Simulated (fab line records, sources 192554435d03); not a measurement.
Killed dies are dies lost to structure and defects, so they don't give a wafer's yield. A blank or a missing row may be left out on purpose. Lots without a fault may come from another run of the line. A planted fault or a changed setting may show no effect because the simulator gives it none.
A struck lot beside a sound one | flow n5_finfet | 34 steps out of a route of 1938
Sound: wafers L269.3, L269.4, L269.5. Struck: wafers L275.2, L275.4, L275.6. The cause comes at the end.
At each step with rows: each side's tool, then ch and its chambers, then its first start. Under that, the readings that differ: sound wafers | struck wafers | difference of the means | sigmas: that difference in standard deviations of wafers without a fault.
alike: readings whose means differ by less than 2 such deviations, and words and numbers that are the same on both sides. not compared: withheld readings, readings that some wafer has no value for, bounds like >300 that may hide the same value, and numbers for which the record gives no deviation and whose values overlap.
The two part at a step that has a row with sigmas, a row that says differs or no value, or rows on one side only. Numbers that don't overlap but have no deviation are shown without sigmas and don't part them. A reading that every wafer of one side lacks parts them only if that side has two wafers or more.

first, 10 steps without rows for these wafers: N5_BEOL_M11_TRENCH_ETCH_37 (etches SiCOH lowk in C4F6/O2, target depth 148.83 nm, time 48 s); N5_BEOL_M11_ETCH_41 (etches SiCN in CH3F/O2, target depth 42.6 nm, time 86 s); N5_BEOL_M11_STRIP_77 (strips in N2/H2, time 10 s); N5_BEOL_M11_HM_STRIP_39 (strips TiN in peroxide tin strip, target depth 25 nm, time 158 s); N5_BEOL_M11_SRD_40 (time 30 s); N5_BEOL_M11_PRECLEAN_42 (cleans in residue remover, time 60 s); N5_BEOL_M11_SRD_43 (time 30 s); N5_BEOL_M11_CURE_72 (cures SiCOH lowk, time 120 s); N5_BEOL_M11_DEGAS_44 (time 60 s); N5_BEOL_M11_PRE_CLEAN_45 (time 30 s).
N5_BEOL_M11_ALD_74: deposits TaN, target thk 2 nm, pulse time 2 s, purge time 3 s.
  sound on ald_metal-04 ch 0,1,3, day 14 19:20; struck on ald_metal-04 ch 1,2,3, day 16 04:15
  alike: heater_power_w, precursor_vessel_temp_c, susceptor_temp_C
then, 22 steps without rows for these wafers: N5_BEOL_M11_SURFACE_TREAT_76; N5_BEOL_M11_CVD_75 (deposits Co from CCTBA/H2, target thk 2 nm, time 138.9 s); N5_BEOL_M11_SPUTTER_48 (material Cu, target thk 12 nm, time 2 s); N5_BEOL_M11_ECD_50 (material Cu, target thk 318 nm); N5_BEOL_M11_ANNEAL_51 (time 90 s); N5_BEOL_M11_CMP_52 (polishes, stops on SiCOH lowk, t overpolish 7 s, target thk 140 nm); N5_BEOL_M11_PRE_CLEAN_55 (time 15 s); N5_BEOL_M11_DEP_56 (deposits SiCN from 3MS/NH3, target thk 30 nm, time 10.5 s); N5_BEOL_M12_ILD_DEP_00 (deposits SiOC from DEMS/O2, target thk 658.92 nm, time 130.7 s); N5_BEOL_M12_COAT_58 (time 60 s, resist thk 89 nm); N5_BEOL_M12_COAT_04 (resist thk 400 nm); N5_BEOL_M12_EBR_06; N5_BEOL_M12_SOFTBAKE_05 (time 60 s); N5_BEOL_M12_EXPOSE_07 (exposes mask V11); N5_BEOL_M12_PEB_08 (peb time 90 s); N5_BEOL_M12_DEVELOP_09 (develop time 45 s); N5_BEOL_M12_HARDBAKE_14 (time 120 s); N5_BEOL_M12_DESCUM_15 (chemistry O2, time 7.9 s); N5_BEOL_M12_ETCH_59 (etches BARC in N2/H2, target depth 89 nm, overetch 26.7 nm, time 67.9 s); N5_BEOL_M12_VIA_ETCH_16 (etches SiOC in C4F8/O2/Ar, target depth 724.8 nm); N5_BEOL_M12_STRIP_63 (strips in N2/H2); N5_BEOL_M12_STRIP_64 (strips in N2/H2).
N5_PASSIVATION_PROBE_49:
  the record has rows for the struck wafers here (prober-02, day 17 23:17) and none for the sound ones

WHERE THEY PART
Only at N5_PASSIVATION_PROBE_49, within this record.

WHY: what the simulator had put in
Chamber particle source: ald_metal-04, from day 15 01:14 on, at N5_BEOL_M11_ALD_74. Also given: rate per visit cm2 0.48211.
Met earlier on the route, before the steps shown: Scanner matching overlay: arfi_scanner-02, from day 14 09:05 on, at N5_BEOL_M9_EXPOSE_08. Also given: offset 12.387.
